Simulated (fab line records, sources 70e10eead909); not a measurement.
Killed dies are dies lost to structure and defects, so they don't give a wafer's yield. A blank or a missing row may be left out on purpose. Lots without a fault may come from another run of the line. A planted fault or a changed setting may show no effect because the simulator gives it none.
fab line records | flow nand_harc | part 1 of 2: steps 1 to 21 of 28
record lots=5 wafers=15 last_day=34
route steps=1302 shown A_CONTACT@1071
lots that met no fault: from a run of the same line without faults
start_h: hours from the record's first day to the start of the lot's first wafer shown | wait_h: hours since the lot's step before | " the same as in the row above | L1.1+2: a row that stands for several wafers | - no value, or no start given | * or withheld: withheld | < > ~ a bound
route shown NAME@n: a module of which the file shows steps, and the number in the route of the first | usual: mean/standard deviation of fault-free wafers | same: alike in all rows | chamber/n: place in a boat | sites: the reading at each site | _std_site: their standard deviation | _edge_site: outer sites' mean less inner sites' | radius_mm: how far each site lies from the wafer's centre | mask NAME#n: copy n | behind: the tool/chamber that last shaped the wafer | hold: why the lot was held/for how many hours/how that ended | device: the transistor (n, p or np) that didn't switch | end of line: the same wafers' tests at the end of the route | a step without rows: its recipe alone | killed: dies lost to structure and defects at the first sort, not the wafer's yield | map: a wafer's dies, x killed, . not, _ none there
set.NAME: the setting as run; set.NAME@STEP: as run at that earlier step | model.NAME: the simulator's own value behind a step, which no gauge read
lots at some steps of the route; a table a step, a row a wafer
services: from which hour (start_h, from the record's first day; less than 0 if before it) a tool's chamber was out of use, for how many hours, and why
## steps
# step NHARC_A_CONTACT_COAT_87
# recipe temp_c=225 time_s=65
# columns lot.wafer tool chamber start_h wait_h
L079.1+3+5 litho_track-06 0 - -
L081.2+3+4 litho_track-06 0 - -
L083.2+3+5 litho_track-04 0 - -
L088.1+2+5 litho_track-06 0 - -
L097.1+3+4 litho_track-04 0 - -
# step NHARC_A_CONTACT_COAT_02
# recipe spin_rpm=1500 resist_thk_nm=90
# usual spin_speed_rpm=1500.1/1
# columns lot.wafer tool chamber start_h wait_h spin_speed_rpm
L079.1 litho_track-06 0 - - 1500.9
L079.3 " 0 " " 1500.7
L079.5 " 0 " " 1499.6
L081.2 litho_track-06 0 - - 1500.6
L081.3 " 0 " " 1500.0
L081.4 " 0 " " 1501.3
L083.2 litho_track-04 0 - - 1498.2
L083.3 " 0 " " 1498.3
L083.5 " 0 " " 1498.7
L088.1 litho_track-06 0 - - 1500.1
L088.2 " 0 " " 1501.9
L088.5 " 0 " " 1501.1
L097.1 litho_track-04 0 - - 1498.9
L097.3 " 0 " " 1500.0
L097.4 " 0 " " 1501.5
# step NHARC_A_CONTACT_SOFTBAKE_03
# recipe temp_c=105 time_s=55
# columns lot.wafer tool chamber start_h wait_h
L079.1+3+5 litho_track-06 0 - -
L081.2+3+4 litho_track-06 0 - -
L083.2+3+5 litho_track-04 0 - -
L088.1+2+5 litho_track-06 0 - -
L097.1+3+4 litho_track-04 0 - -
# step NHARC_A_CONTACT_EBR_04
# columns lot.wafer tool chamber start_h wait_h
L079.1+3+5 litho_track-06 0 - -
L081.2+3+4 litho_track-06 0 - -
L083.2+3+5 litho_track-04 0 - -
L088.1+2+5 litho_track-06 0 - -
L097.1+3+4 litho_track-04 0 - -
# step NHARC_A_CONTACT_EXPOSE_05
# recipe na=1.35 sigma_outer=0.8 dose_mj=84.24 mask_id=A_CC
# same na=1.35 sigma_outer=0.8
# columns lot.wafer tool chamber start_h wait_h mask
L079.1+3+5 arfi_scanner-03 0 586.09 - A_CC#0
L081.2+3+4 arfi_scanner-02 0 596.31 - A_CC#0
L083.2+3+5 arfi_scanner-01 0 600.75 - A_CC#0
L088.1+2+5 arfi_scanner-02 0 643.70 - A_CC#0
L097.1+3+4 arfi_scanner-02 0 743.14 - A_CC#0
# step NHARC_A_CONTACT_PEB_06
# recipe peb_temp_c=100 peb_time_s=65
# columns lot.wafer tool chamber start_h wait_h
L079.1+3+5 litho_track-01 0 586.15 0.1
L081.2+3+4 litho_track-01 0 596.37 0.1
L083.2+3+5 litho_track-06 0 600.80 0.1
L088.1+2+5 litho_track-01 0 643.76 0.1
L097.1+3+4 litho_track-01 0 743.20 0.1
# step NHARC_A_CONTACT_DEVELOP_07
# recipe develop_time_s=35 dev_temp_c=23
# columns lot.wafer tool chamber start_h wait_h
L079.1+3+5 litho_track-01 0 - -
L081.2+3+4 litho_track-01 0 - -
L083.2+3+5 litho_track-06 0 - -
L088.1+2+5 litho_track-01 0 - -
L097.1+3+4 litho_track-01 0 - -
# step NHARC_A_CONTACT_CD_MEAS_08
# recipe target_cd_nm=200 landing_energy_ev=500
# usual cd_nm=199.7/0.65
# columns lot.wafer tool chamber start_h wait_h cd_nm
L079.1 cd_sem-02 0 586.23 - 200.0
L079.3 " 0 " " 200.2
L079.5 " 0 " " 200.4
L081.2 cd_sem-02 0 596.45 - 199.6
L081.3 " 0 " " 200.5
L081.4 " 0 " " 200.7
L083.2 cd_sem-02 0 600.88 - 200.4
L083.3 " 0 " " 200.8
L083.5 " 0 " " 199.8
L088.1 cd_sem-02 0 643.84 - 200.7
L088.2 " 0 " " 199.8
L088.5 " 0 " " 201.0
L097.1 cd_sem-03 0 743.28 - 200.6
L097.3 " 0 " " 200.0
L097.4 " 0 " " 199.7
# step NHARC_A_CONTACT_OVL_MEAS_09
# usual overlay_x_nm=-0.1/0.87 overlay_y_nm=0.1/0.86
# columns lot.wafer tool chamber start_h wait_h overlay_x_nm overlay_y_nm
L079.1 overlay-02 - 586.32 - 0.0 -0.3
L079.3 " - " " -0.3 -0.5
L079.5 " - " " -0.2 -0.3
L081.2 overlay-02 - 596.53 - -0.4 -0.7
L081.3 " - " " 0.1 -0.4
L081.4 " - " " -0.3 -0.5
L083.2 overlay-02 - 600.97 - 0.4 0.4
L083.3 " - " " 0.3 0.9
L083.5 " - " " 0.4 1.3
L088.1 overlay-02 - 643.93 - 0.3 1.3
L088.2 " - " " 0.2 0.9
L088.5 " - " " 0.5 1.4
L097.1 overlay-01 - 743.37 - 1.1 0.6
L097.3 " - " " 1.0 0.2
L097.4 " - " " 0.6 1.2
# step NHARC_A_CONTACT_INSPECT_10
# usual raw_defect_count=91/30
# columns lot.wafer tool chamber start_h wait_h raw_defect_count
L079.1 defect_inspect-02 - 586.35 0.0 28
L079.3 " - " " 25
L079.5 " - " " 32
L081.2 defect_inspect-02 - 596.57 0.0 105
L081.3 " - " " 93
L081.4 " - " " 74
L083.2 defect_inspect-01 - 601.01 0.0 83
L083.3 " - " " 95
L083.5 " - " " 98
L088.1 defect_inspect-01 - 643.97 0.0 18
L088.2 " - " " 29
L088.5 " - " " 21
L097.1 defect_inspect-01 - 743.41 0.0 106
L097.3 " - " " 94
L097.4 " - " " 96
# step NHARC_A_CONTACT_DESCUM_13
# recipe time_s=3 o2_flow_sccm=200 ar_flow_sccm=0 bias_power_w=0 chemistry=O2
# usual drypump_motor_current_A=5.5/0.41 mfc_ar_sccm=0.005/0.01 o2_flow_sccm=199.9/0.63 oes_product_au=0.999/0.0096 rf_vpp_V=57.8/0.94 showerhead_plenum_p_Torr=1.93/0.096 throttle_valve_pct=11.311/0.009
# columns lot.wafer tool chamber start_h wait_h drypump_motor_current_A mfc_ar_sccm o2_flow_sccm oes_product_au rf_hours_counter_h rf_vpp_V showerhead_plenum_p_Torr throttle_valve_pct
L079.3 rie_diel-02 0 586.43 0.1 5.7 0 199.9 0.997 1 58.1 1.98 11.308
L079.1 " 1 " " 5.0 0 200.7 1.017 1 58.8 1.97 11.323
L079.5 " 2 " " 5.3 0.001 200.6 0.992 - 58.7 1.77 11.304
L081.3 rie_diel-02 1 596.63 0.1 5.0 0 200.4 1.010 5 56.5 1.97 11.318
L081.4 " 2 " " 5.3 0.001 200.0 1.006 4 56.1 1.77 11.319
L081.2 " 3 " " 6.0 0.029 200.1 0.996 1 57.1 1.99 11.300
L083.2 rie_diel-04 1 601.08 0.1 5.0 0 198.8 0.992 17 56.7 1.96 11.327
L083.3 " 2 " " 5.3 0.002 200.2 0.991 7 60.0 2.07 11.313
L083.5 " 0 " " 6.3 0 199.6 0.996 - 59.2 1.92 11.316
L088.1 rie_diel-02 1 644.03 0.1 5.0 0 199.6 1.017 13 58.4 1.97 11.314
L088.2 " 2 " " 5.3 0.001 200.4 1.010 14 57.7 1.77 11.329
L088.5 " 2 " " 5.3 0.001 200.1 1.001 - 56.7 1.77 11.315
L097.1 rie_diel-11 1 743.47 0.1 5.7 0 199.8 0.999 37 59.0 1.81 11.333
L097.3 " 3 " " 5.1 0 199.7 0.995 41 58.0 2.01 11.301
L097.4 " 3 " " 5.2 0 199.4 0.992 - 57.7 2.01 11.309
# step NHARC_A_CONTACT_ETCH_88
# recipe target_depth_a=390 over_etch_frac=0.3 time_s=65 ion_energy_ev=80 cf4_flow_sccm=150 ar_flow_sccm=0 rf_w=300 bias_w=100 chemistry=CF4
# usual drypump_motor_current_A=5.5/0.4 mfc_ar_sccm=0.006/0.011 oes_product_au=0.999/0.01 rf_vpp_V=151.6/1.4 showerhead_plenum_p_Torr=1.79/0.081 throttle_valve_pct=13.284/0.0084
# columns lot.wafer tool chamber start_h wait_h drypump_motor_current_A mfc_ar_sccm oes_product_au rf_hours_counter_h rf_vpp_V showerhead_plenum_p_Torr throttle_valve_pct
L079.3 rie_diel-02 2 586.52 0.1 5.3 0.001 1.011 1 150.4 1.65 13.277
L079.1 " 1 " " 5.0 0 1.018 1 151.9 1.82 13.292
L079.5 " 2 " " 5.3 0.001 1.000 - 150.2 1.65 13.269
L081.3 rie_diel-02 0 596.71 0.1 5.7 0 0.998 5 152.1 1.82 13.303
L081.4 " 1 " " 5.0 0 1.008 5 152.1 1.82 13.271
L081.2 " 3 " " 6.1 0.029 0.991 1 151.9 1.83 13.286
L083.3 rie_diel-04 3 601.16 0.1 5.2 0 0.984 14 151.5 1.66 13.292
L083.2 " 1 " " 5.0 0 0.998 17 151.6 1.81 13.272
L083.5 " 3 " " 5.2 0 0.978 - 150.9 1.66 13.270
L088.2 rie_diel-02 0 644.12 0.1 5.7 0 1.013 13 153.6 1.82 13.279
L088.1 " 2 " " 5.3 0.001 1.002 14 150.4 1.65 13.291
L088.5 " 0 " " 5.7 0 1.014 - 152.3 1.82 13.284
L097.3 rie_diel-11 1 743.57 0.1 5.6 0 0.990 37 150.1 1.68 13.283
L097.1 " 3 " " 5.2 0 0.994 41 152.9 1.85 13.277
L097.4 " 1 " " 5.7 0 0.993 - 151.0 1.68 13.278
# step NHARC_A_CONTACT_ETCH_89
# recipe target_depth_a=2600 over_etch_frac=0.3 time_s=475.3 ion_energy_ev=200 n2_flow_sccm=150 h2_flow_sccm=150 ar_flow_sccm=0 rf_w=400 bias_w=150 chemistry=N2/H2
# usual drypump_motor_current_A=5.5/0.41 mfc_ar_sccm=0.006/0.011 oes_product_au=1.000/0.0097 rf_vpp_V=431.2/2.9 showerhead_plenum_p_Torr=2.06/0.1 throttle_valve_pct=14.172/0.0092
# columns lot.wafer tool chamber start_h wait_h drypump_motor_current_A mfc_ar_sccm oes_product_au rf_hours_counter_h rf_vpp_V showerhead_plenum_p_Torr throttle_valve_pct
L079.3 rie_diel-02 0 - - 5.7 0 1.005 1 433.5 2.11 14.177
L079.1 " 2 " " 5.3 0.001 1.004 1 426.1 1.89 14.178
L079.5 " 0 " " 5.7 0 1.004 - 433.1 2.11 14.177
L081.2 rie_diel-02 1 - - 5.0 0 1.023 5 433.6 2.10 14.173
L081.4 " 3 " " 6.1 0.029 0.996 1 434.0 2.12 14.169
L081.3 " 0 " " 5.7 0 1.012 5 432.9 2.11 14.176
L083.3 rie_diel-04 0 - - 6.3 0 1.002 20 431.0 2.04 14.151
L083.2 " 1 " " 5.0 0 0.998 17 432.7 2.09 14.176
L083.5 " 2 " " 5.3 0.002 0.983 - 436.5 2.22 14.180
L088.1 rie_diel-02 3 - - 6.1 0.029 0.997 11 432.2 2.12 14.168
L088.2 " 1 " " 5.0 0 1.007 13 432.9 2.10 14.164
L088.5 " 2 " " 5.3 0.001 1.010 - 424.5 1.88 14.175
L097.1 rie_diel-11 0 - - 5.7 0.016 1.009 40 435.1 2.18 14.166
L097.3 " 1 " " 5.7 0 1.000 37 428.1 1.93 14.160
L097.4 " 1 " " 5.7 0 1.004 - 428.0 1.93 14.174
# step NHARC_A_CONTACT_ETCH_30
# recipe target_depth_a=726 time_s=36.3 cf4_flow_sccm=100 chf3_flow_sccm=30 ar_flow_sccm=0 rf_w=500 bias_w=200 chemistry=CF4/CHF3
# usual drypump_motor_current_A=5.5/0.4 mfc_ar_sccm=0.005/0.0099 oes_product_au=0.931/0.016 rf_vpp_V=370.9/2.7 showerhead_plenum_p_Torr=1.59/0.075 throttle_valve_pct=16.802/0.0086
# columns lot.wafer tool chamber start_h wait_h drypump_motor_current_A mfc_ar_sccm oes_product_au rf_hours_counter_h rf_vpp_V showerhead_plenum_p_Torr throttle_valve_pct
L079.1 rie_diel-02 0 - - 5.7 0 0.966 2 371.5 1.62 16.809
L079.3 " 1 " " 5.0 0 0.973 2 371.7 1.62 16.791
L079.5 " 0 " " 5.7 0 0.962 - 372.3 1.62 16.800
L081.2 rie_diel-02 1 - - 5.0 0 0.940 5 372.2 1.62 16.801
L081.4 " 3 " " 6.0 0.029 0.917 1 371.5 1.63 16.806
L081.3 " 0 " " 5.7 0 0.927 5 372.4 1.62 16.805
L083.2 rie_diel-04 3 - - 5.2 0 0.943 14 366.7 1.47 16.804
L083.3 " 0 " " 6.2 0 0.949 20 370.8 1.58 16.806
L083.5 " 2 " " 5.3 0.002 0.963 - 374.9 1.70 16.818
L088.2 rie_diel-02 2 - - 5.3 0.001 0.925 14 366.7 1.46 16.793
L088.1 " 0 " " 5.7 0 0.917 13 371.8 1.62 16.781
L088.5 " 2 " " 5.3 0.001 0.925 - 366.1 1.46 16.795
L097.1 rie_diel-11 0 - - 5.7 0.016 0.942 40 373.9 1.68 16.799
L097.3 " 3 " " 5.2 0 0.934 41 373.7 1.65 16.808
L097.4 " 3 " " 5.2 0 0.929 - 372.7 1.65 16.790
# step NHARC_A_CONTACT_ETCH_31
# recipe target_depth_a=28000 over_etch_frac=0.3 time_s=728 ion_energy_ev=150 o2_flow_sccm=400 cos_flow_sccm=20 ar_flow_sccm=0 rf_w=500 bias_w=300 chemistry=O2/COS
# usual drypump_motor_current_A=5.5/0.41 mfc_ar_sccm=0.005/0.01 o2_flow_sccm=400.0/1.2 oes_product_au=1.000/0.01 rf_vpp_V=314.6/2.1 showerhead_plenum_p_Torr=3.16/0.14 throttle_valve_pct=28.330/0.0092
# columns lot.wafer tool chamber start_h wait_h drypump_motor_current_A mfc_ar_sccm o2_flow_sccm oes_product_au rf_hours_counter_h rf_vpp_V showerhead_plenum_p_Torr throttle_valve_pct
L079.1 rie_diel-02 1 - - 5.0 0 397.8 1.012 2 313.9 3.21 28.330
L079.3 " 0 " " 5.7 0 400.0 1.011 2 316.2 3.22 28.336
L079.5 " 0 " " 5.7 0 400.3 1.007 - 315.7 3.22 28.333
L081.2 rie_diel-02 1 - - 5.0 0 398.5 1.012 5 315.7 3.21 28.335
L081.3 " 2 " " 5.3 0.001 399.7 0.998 5 309.8 2.91 28.333
L081.4 " 3 " " 6.1 0.029 400.9 0.990 2 315.0 3.23 28.322
L083.2 rie_diel-04 1 - - 5.0 0 399.0 1.007 17 315.5 3.20 28.336
L083.3 " 0 " " 6.2 0 399.3 0.990 20 313.1 3.13 28.325
L083.5 " 2 " " 5.3 0.002 402.1 1.000 - 317.2 3.37 28.317
L088.2 rie_diel-02 2 - - 5.3 0.001 402.0 1.005 14 309.3 2.90 28.330
L088.1 " 0 " " 5.7 0 399.3 1.005 13 314.8 3.22 28.327
L088.5 " 2 " " 5.3 0.001 402.1 0.999 - 311.0 2.90 28.326
L097.3 rie_diel-11 3 - - 5.2 0 399.3 1.013 41 315.3 3.26 28.338
L097.1 " 1 " " 5.7 0 398.0 1.002 37 311.1 2.96 28.337
L097.4 " 3 " " 5.2 0 400.2 1.011 - 316.1 3.26 28.342
# step NHARC_A_CONTACT_ETCH_134
# recipe source_w=withheld pressure_mtorr=20 bias_v=withheld time_s=140 target_depth_a=7000 ar_flow_sccm=withheld c4f8_flow_sccm=withheld o2_flow_sccm=withheld chemistry=C4F8/O2/Ar
# usual oes_air_line_au=0.998/0.022
# columns lot.wafer tool chamber start_h wait_h oes_air_line_au rf_hours_counter_h
L079.1 har_cap_etch-01 1 587.81 - 1.046 12
L079.3 " 0 " " 1.061 -
L079.5 " 1 " " 1.035 -
L081.2 har_cap_etch-01 0 597.76 - 1.030 16
L081.4 " 0 " " 0.972 -
L081.3 " 1 " " 0.990 -
L083.2 har_cap_etch-02 0 602.19 - 0.990 103
L083.3 " 1 " " 1.027 -
L083.5 " 1 " " 1.036 -
L088.2 har_cap_etch-03 0 645.15 - 0.962 68
L088.1 " 1 " " 0.972 68
L088.5 " 1 " " 0.991 -
L097.1 har_cap_etch-02 0 744.80 - 0.984 127
L097.4 " 0 " " 0.984 -
L097.3 " 1 " " 0.991 -
# step NHARC_A_CONTACT_ETCH_135
# recipe source_w=withheld pressure_mtorr=20 bias_v=1200 time_s=311 target_depth_a=19120 ar_flow_sccm=withheld c4f8_flow_sccm=withheld o2_flow_sccm=withheld chemistry=C4F8/O2/Ar
# usual oes_air_line_au=1.000/0.021
# columns lot.wafer tool chamber start_h wait_h oes_air_line_au rf_hours_counter_h
L079.1 har_cap_etch-01 1 588.01 0.2 1.024 12
L079.3 " 0 " " 0.982 -
L079.5 " 1 " " 1.032 -
L081.2 har_cap_etch-01 0 597.96 0.2 1.014 16
L081.4 " 0 " " 1.027 -
L081.3 " 1 " " 1.033 -
L083.2 har_cap_etch-02 0 602.40 0.2 1.017 103
L083.3 " 1 " " 0.977 -
L083.5 " 1 " " 1.000 -
L088.2 har_cap_etch-03 0 645.35 0.2 0.987 68
L088.1 " 1 " " 1.033 68
L088.5 " 1 " " 1.037 -
L097.1 har_cap_etch-02 0 745.00 0.2 0.986 127
L097.4 " 0 " " 0.987 -
L097.3 " 1 " " 1.000 -
# step NHARC_A_CONTACT_ETCH_136
# recipe source_w=withheld pressure_mtorr=20 bias_v=1200 time_s=311 target_depth_a=19120 ar_flow_sccm=withheld c4f8_flow_sccm=withheld o2_flow_sccm=withheld chemistry=C4F8/O2/Ar
# usual oes_air_line_au=1.000/0.021
# columns lot.wafer tool chamber start_h wait_h oes_air_line_au rf_hours_counter_h
L079.1 har_cap_etch-01 1 588.28 0.2 0.976 12
L079.3 " 0 " " 0.998 -
L079.5 " 1 " " 1.012 -
L081.2 har_cap_etch-01 0 598.23 0.2 1.012 16
L081.4 " 0 " " 0.995 -
L081.3 " 1 " " 1.000 -
L083.2 har_cap_etch-02 0 602.67 0.2 1.020 104
L083.3 " 1 " " 1.019 -
L083.5 " 1 " " 0.998 -
L088.2 har_cap_etch-03 0 645.63 0.2 1.016 68
L088.1 " 1 " " 0.985 68
L088.5 " 1 " " 1.000 -
L097.1 har_cap_etch-02 0 745.28 0.2 1.010 127
L097.4 " 0 " " 0.997 -
L097.3 " 1 " " 1.025 -
# step NHARC_A_CONTACT_ETCH_137
# recipe source_w=withheld pressure_mtorr=20 bias_v=1200 time_s=311 target_depth_a=19120 ar_flow_sccm=withheld c4f8_flow_sccm=withheld o2_flow_sccm=withheld chemistry=C4F8/O2/Ar
# usual oes_air_line_au=1.000/0.021
# columns lot.wafer tool chamber start_h wait_h oes_air_line_au rf_hours_counter_h
L079.1 har_cap_etch-01 1 588.54 0.2 1.036 13
L079.3 " 0 " " 1.025 -
L079.5 " 1 " " 1.000 -
L081.2 har_cap_etch-01 0 598.50 0.2 0.987 16
L081.4 " 0 " " 1.003 -
L081.3 " 1 " " 0.974 -
L083.2 har_cap_etch-02 0 602.94 0.2 0.971 104
L083.3 " 1 " " 0.994 -
L083.5 " 1 " " 1.015 -
L088.2 har_cap_etch-03 0 645.90 0.2 1.023 69
L088.1 " 1 " " 0.994 69
L088.5 " 1 " " 1.028 -
L097.1 har_cap_etch-02 0 745.55 0.2 1.018 127
L097.4 " 0 " " 0.969 -
L097.3 " 1 " " 1.033 -
# step NHARC_A_CONTACT_ETCH_138
# recipe source_w=withheld pressure_mtorr=20 bias_v=1200 time_s=311 target_depth_a=19140 ar_flow_sccm=withheld c4f8_flow_sccm=withheld o2_flow_sccm=withheld chemistry=C4F8/O2/Ar
# usual oes_air_line_au=1.002/0.019
# columns lot.wafer tool chamber start_h wait_h oes_air_line_au rf_hours_counter_h
L079.1 har_cap_etch-01 1 588.81 0.2 0.998 13
L079.3 " 0 " " 0.973 -
L079.5 " 1 " " 1.001 -
L081.2 har_cap_etch-01 0 598.77 0.2 0.983 17
L081.4 " 0 " " 1.001 -
L081.3 " 1 " " 0.959 -
L083.2 har_cap_etch-02 0 603.21 0.2 1.032 104
L083.3 " 1 " " 0.966 -
L083.5 " 1 " " 0.967 -
L088.2 har_cap_etch-03 0 646.17 0.2 0.985 69
L088.1 " 1 " " 0.997 69
L088.5 " 1 " " 1.005 -
L097.1 har_cap_etch-02 0 745.82 0.2 0.992 128
L097.4 " 0 " " 1.004 -
L097.3 " 1 " " 1.017 -
# step NHARC_A_CONTACT_ETCH_139
# recipe source_w=withheld pressure_mtorr=20 bias_v=400 time_s=195 target_depth_a=8400 ar_flow_sccm=withheld c4f8_flow_sccm=11.5 o2_flow_sccm=7.2 chemistry=C4F8/O2/Ar
# usual oes_air_line_au=0.996/0.02
# columns lot.wafer tool chamber start_h wait_h oes_air_line_au rf_hours_counter_h
L079.1 har_cap_etch-01 1 589.08 0.2 0.966 13
L079.3 " 0 " " 0.961 -
L079.5 " 1 " " 0.973 -
L081.2 har_cap_etch-01 0 599.05 0.2 0.993 17
L081.4 " 0 " " 0.991 -
L081.3 " 1 " " 1.012 -
L083.2 har_cap_etch-02 0 603.48 0.2 1.014 104
L083.3 " 1 " " 1.009 -
L083.5 " 1 " " 1.014 -
L088.2 har_cap_etch-03 0 646.45 0.2 1.000 69
L088.1 " 1 " " 1.031 69
L088.5 " 1 " " 0.976 -
L097.1 har_cap_etch-02 0 746.10 0.2 0.977 128
L097.4 " 0 " " 0.966 -
L097.3 " 1 " " 0.988 -
